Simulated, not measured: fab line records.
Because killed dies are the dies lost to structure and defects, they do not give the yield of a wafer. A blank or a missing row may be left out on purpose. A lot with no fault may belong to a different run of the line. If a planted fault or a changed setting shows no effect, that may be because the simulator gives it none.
Matching of chambers -- flow n5-finfet -- 4 sister chambers for N5_BEOL_M5_DESCUM_16 on rie-diel-06
The step chemistry O2, time 7 s. 4 wafers are shown with their chamber, then 10 later ones without.

EACH WAFER AND ITS CHAMBER
wafer,chamber,showerhead-plenum-p-Torr (Torr)
L087.2,2,2.10
L087.5,3,2.20
L088.3,0,2.17
L088.4,1,2.03

WAFERS WITHOUT THEIR CHAMBER
wafer,showerhead-plenum-p-Torr (Torr)
L088.5,2.10
L090.2,2.10
L090.5,2.10
L090.6,2.03
L092.1,2.10
L092.2,2.20
L092.5,2.02
L094.3,2.16
L094.4,2.10
L094.5,2.09

THE CHAMBER EACH PASSED THROUGH
wafer,from the rows above,in truth
L088.5,2,2
L090.2,2,2
L090.5,2,2
L090.6,1,1
L092.1,2,2
L092.2,3,3
L092.5,1,1
L094.3,0,0
L094.4,2,2
L094.5,2,2
10 of 10 placed correctly. Number that these rows cannot place: 0. 0 placed wrongly.
How it was worked out, from the rows above alone: a wafer's distance from a chamber is the root of the sum, over the readings, of the square of ((its reading less the chamber's mean) divided by the reading's scatter). The wafer belongs to the nearest chamber; if the next one is less than 2 further off, it can't be placed. The mean given for a chamber averages the wafers shown for that chamber. The scatter: root of mean squared gap, hidden wafer to nearest shown wafer, with one shown wafer a chamber.
